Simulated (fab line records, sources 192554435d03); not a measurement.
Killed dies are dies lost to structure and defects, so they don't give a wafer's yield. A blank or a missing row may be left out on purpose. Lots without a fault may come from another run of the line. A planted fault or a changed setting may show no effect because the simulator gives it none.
A struck lot beside a sound one | flow n5_finfet | 14 steps out of a route of 1938
Sound: wafers L217.2, L217.3, L217.4. Struck: wafers L226.2, L226.3, L226.6. The cause comes at the end.
At each step with rows: each side's tool, then ch and its chambers, then its first start. Under that, the readings that differ: sound wafers | struck wafers | difference of the means | sigmas: that difference in standard deviations of wafers without a fault.
alike: readings whose means differ by less than 2 such deviations, and words and numbers that are the same on both sides. not compared: withheld readings, readings that some wafer has no value for, bounds like >300 that may hide the same value, and numbers for which the record gives no deviation and whose values overlap.
The two part at a step that has a row with sigmas, a row that says differs or no value, or rows on one side only. Numbers that don't overlap but have no deviation are shown without sigmas and don't part them. A reading that every wafer of one side lacks parts them only if that side has two wafers or more.

N5_BEOL_M10_ILD_DEP_00: deposits SiCOH lowk from DEMS/porogen, target thk 308.51 nm, time 58 s.
  sound on pecvd-04 ch 0,2, day 10 15:07; struck on pecvd-04 ch 0,2, day 13 03:59
  alike: chamber_pressure_Torr, heater_power_w, showerhead_plenum_p_Torr, throttle_valve_pct
N5_BEOL_M10_CURE_71: cures SiCOH lowk, time 240 s.
  sound on uv_cure-02 ch 1, day 10 15:17; struck on uv_cure-02 ch 2, day 13 04:23
  alike: lamp_power_pct, wafer_temp_C_max
N5_BEOL_M10_THK_MEAS_01:
  sound on film_metro-01, day 10 15:44; struck on film_metro-01, day 13 04:49
  alike: M10_ILD_THK
N5_BEOL_M10_PECVD_70: deposits SiO2 from TEOS/O2, target thk 20 nm, time 22.7 s.
  sound on pecvd-04 ch 0,2, day 10 15:46; struck on pecvd-04 ch 0,2, day 13 04:51
  alike: chamber_pressure_Torr, heater_power_w, showerhead_plenum_p_Torr, throttle_valve_pct
N5_BEOL_M10_HM_DEP_02: deposits TiN, target thk 20 nm.
  sound on pvd_sputter-01, day 10 18:20; struck on pvd_sputter-01, day 13 04:59
  alike: throttle_valve_pct
then, 7 steps without rows for these wafers: N5_BEOL_M10_COAT_59 (time 60 s, resist thk 100 nm); N5_BEOL_M10_COAT_60 (time 60 s, resist thk 30 nm); N5_BEOL_M10_COAT_05 (resist thk 90 nm); N5_BEOL_M10_EBR_07; N5_BEOL_M10_SOFTBAKE_06 (time 60 s); N5_BEOL_M10_EXPOSE_08 (exposes mask M10); N5_BEOL_M10_PEB_09 (peb time 60 s).
N5_BEOL_M10_DEVELOP_10: develop time 30 s.
  sound on litho_track-05 ch 0, day 10 18:46; struck on litho_track-02, day 13 05:18
  no value came back on the struck wafers for chill_plate_temp_C (C), develop_time_s (s); on the sound wafers chill_plate_temp_C (C) reads 23.05 23.12 23.14
  reading                                       | sound          | struck         | difference | sigmas
  model.CAR-ArF_of_BEOL_M10_COAT_05.thk_nm (nm) | 88.2 88.4 88.4 | 90.2 90.4 90.6 | +2.1       |
N5_BEOL_M10_CD_MEAS_11: target cd 64.1 nm.
  sound on cd_sem-02 ch 0, day 10 18:49; struck on cd_sem-02 ch 0, day 13 05:22
  reading    | sound          | struck | difference                    | sigmas
  cd_nm (nm) | 64.1 64.9 65.0 | - - -  | no value on the struck wafers |

WHERE THEY PART
First at N5_BEOL_M10_DEVELOP_10; last, within this record, at N5_BEOL_M10_CD_MEAS_11.

WHY: what the simulator had put in
Skipped step whole: litho_track-02, from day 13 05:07 on, at N5_BEOL_M10_DEVELOP_10. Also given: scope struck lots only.
